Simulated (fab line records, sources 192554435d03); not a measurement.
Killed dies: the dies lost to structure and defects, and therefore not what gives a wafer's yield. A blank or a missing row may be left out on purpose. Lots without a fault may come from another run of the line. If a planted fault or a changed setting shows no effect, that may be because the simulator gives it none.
The tool behind it: which one? ; flow n5_finfet ; 10 lots, 29 wafers sampled, at 4 steps of a route of 1938

WHAT THE GAUGES READ, wafer by wafer
N5_HKMG_FIN_CD_MEAS_12: the cd target is 92.8 nm. Usual: 92.9 nm for cd_nm, sd 0.68.
lot;measured;on;cd_nm (nm);flag
L302;day 5 03:17;cd_sem-01;92.4 92.4 92.0;
L303;day 5 06:46;cd_sem-02;92.9 92.4 92.2;
L304;day 5 14:41;cd_sem-02;92.4 92.7;
L305;day 5 19:50;cd_sem-02;93.4 93.1 93.0;
L310;day 7 06:21;cd_sem-01;93.0 93.4 92.9;
L313;day 7 21:39;cd_sem-02;95.6 95.0 95.6;OFF
L315;day 8 09:13;cd_sem-01;93.7 92.9 93.0;
L316;day 8 14:54;cd_sem-02;96.8 96.1 96.6;OFF
L317;day 8 23:04;cd_sem-02;92.3 93.4 93.1;
L320;day 9 17:55;cd_sem-02;93.2 92.6 93.2;

WHICH TOOL RAN EACH LOT (tool, then ch and the chambers of the sampled wafers, then the start)
lot;N5_HKMG_FIN_ETCH_55;N5_HKMG_FIN_STRIP_93;N5_HKMG_FIN_PEB_10
L302;rie_diel-05 ch 1,2,3, day 5 00:07;rie_diel-05 ch 1,2,3, day 5 00:46;litho_track-04 ch 0, day 5 03:13
L303;rie_diel-05 ch 0,1,2, day 5 03:31;rie_diel-05 ch 0,1,2, day 5 04:09;litho_track-04 ch 0, day 5 06:43
L304;rie_diel-03 ch 0,1, day 5 11:38;rie_diel-03 ch 0,1, day 5 12:16;litho_track-03 ch 0, day 5 14:37
L305;rie_diel-05 ch 0,2, day 5 16:38;rie_diel-05 ch 0,2, day 5 17:16;litho_track-01 ch 0, day 5 19:46
L310;rie_diel-03 ch 0,3, day 7 03:17;rie_diel-03 ch 0,3, day 7 03:56;litho_track-03 ch 0, day 7 06:17
L313;rie_diel-03 ch 0,1,3, day 7 18:26;rie_diel-03 ch 0,1,3, day 7 19:05;litho_track-03 ch 0, day 7 21:35
L315;rie_diel-03 ch 0,3, day 8 05:35;rie_diel-03 ch 0,3, day 8 06:32;litho_track-04 ch 0, day 8 09:09
L316;rie_diel-04 ch 0,1,3, day 8 11:50;rie_diel-04 ch 0,1,3, day 8 12:28;litho_track-03 ch 0, day 8 14:50
L317;rie_diel-04 ch 0,2,3, day 8 19:53;rie_diel-04 ch 0,2,3, day 8 20:31;litho_track-01 ch 0, day 8 23:01
L320;rie_diel-03 ch 0,1, day 9 14:23;rie_diel-03 ch 0,1, day 9 15:02;litho_track-04 ch 0, day 9 17:51
- N5_HKMG_FIN_ETCH_55: etches SOC in N2/H2, target depth 240 nm, time 300 s.
- N5_HKMG_FIN_STRIP_93: strips SOC in N2/H2, time 20 s.
- N5_HKMG_FIN_PEB_10: peb time 60 s.

WHAT THE TOOLS THEMSELVES READ (means of the sampled wafers that have a number; where no wafer has one, the mark that the record gives instead)
N5_HKMG_FIN_ETCH_55. Usual: bias_w 150.0 W, standard deviation 0.42; drypump_motor_current_A 5.7 A, standard deviation 0.36; oes_product_au 0.79 a.u., standard deviation 0.099; rf_vpp_V 524 V, standard deviation 3.4; showerhead_plenum_p_Torr 2.53 Torr, standard deviation 0.12; throttle_valve_pct 17.98 %, standard deviation 0.2.
lot;tool;bias_w (W);drypump_motor_current_A (A);oes_product_au (a.u.);rf_vpp_V (V);showerhead_plenum_p_Torr (Torr);throttle_valve_pct (%);flag
L302;rie_diel-05;149.9;5.4;0.89;524;2.56;18.03;
L303;rie_diel-05;149.7;5.6;0.82;523;2.49;18.12;
L304;rie_diel-03;149.6;5.8;0.72;523;2.48;17.99;
L305;rie_diel-05;150.4;5.7;0.76;521;2.41;18.18;
L310;rie_diel-03;150.2;5.6;0.73;521;2.44;18.01;
L313;rie_diel-03;149.7;5.7;0.69;523;2.52;17.98;
L315;rie_diel-03;150.2;5.7;0.71;520;2.44;18.03;
L316;rie_diel-04;149.6;6.2;0.84;525;2.57;18.04;
L317;rie_diel-04;149.7;6.2;0.82;525;2.57;18.10;
L320;rie_diel-03;150.1;5.8;0.88;524;2.52;17.73;

N5_HKMG_FIN_STRIP_93. Usual: drypump_motor_current_A 5.7 A, standard deviation 0.36; oes_product_au 0.78 a.u., standard deviation 0.098; rf_vpp_V 54.2 V, standard deviation 0.85; showerhead_plenum_p_Torr 3.35 Torr, standard deviation 0.15; throttle_valve_pct 19.20 %, standard deviation 0.29.
lot;tool;drypump_motor_current_A (A);oes_product_au (a.u.);rf_vpp_V (V);showerhead_plenum_p_Torr (Torr);throttle_valve_pct (%);flag
L302;rie_diel-05;5.4;0.88;53.8;3.38;19.46;
L303;rie_diel-05;5.6;0.81;53.1;3.29;19.40;
L304;rie_diel-03;5.8;0.71;54.2;3.29;19.24;
L305;rie_diel-05;5.7;0.76;54.3;3.18;19.42;
L310;rie_diel-03;5.7;0.73;55.0;3.23;19.06;
L313;rie_diel-03;5.7;0.69;54.1;3.33;19.14;
L315;rie_diel-03;5.7;0.71;53.2;3.23;19.07;
L316;rie_diel-04;6.2;0.84;53.5;3.40;19.32;
L317;rie_diel-04;6.2;0.82;54.1;3.39;19.35;
L320;rie_diel-03;5.8;0.89;54.3;3.32;19.08;

N5_HKMG_FIN_PEB_10. Usual: 22.99 C for resist_line_temp_C, sd 0.094.
lot;tool;resist_line_temp_C (C);flag
L302;litho_track-04;23.03;
L303;litho_track-04;22.94;
L304;litho_track-03;22.98;
L305;litho_track-01;22.89;
L310;litho_track-03;23.06;
L313;litho_track-03;22.98;
L315;litho_track-04;22.99;
L316;litho_track-03;22.95;
L317;litho_track-01;22.93;
L320;litho_track-04;23.14;

THE ANSWER, worked out from the rows above alone
Rule: a lot is off if the mean of its wafers that have a number lies more than 3 standard deviations from the usual mean. Also off: a lot with no number at a reading for which 4 or more lots have one. The other lots that the step has rows for count as sound. Order of review: gauges by route order, followed by the tools' own readings, for which a lot's mean as printed above is used. At the first step where some lot is off, the reading lying furthest off is the one used; lots without a number count as furthest.
Off: L313, L316 (N5_HKMG_FIN_CD_MEAS_12, cd_nm).
A tool fits if, at a process step before that reading, it ran every lot that is off, and no sound lot after the first of them. Those tools and the gauges at N5_HKMG_FIN_CD_MEAS_12 are tried in the same way. One candidate fits, namely litho_track-03 at N5_HKMG_FIN_PEB_10. A fault onset in the window from L310 (day 7 06:17, its last sound lot) to L313 (day 7 21:35, its first lot off) fits.

WHAT THE SIMULATOR HAD PUT IN
Drift in process parameters on litho_track-03 at N5_HKMG_FIN_PEB_10, starting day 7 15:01. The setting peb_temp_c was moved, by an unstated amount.
Lots struck among those shown: L313, L316. This agrees with what the rule above found.
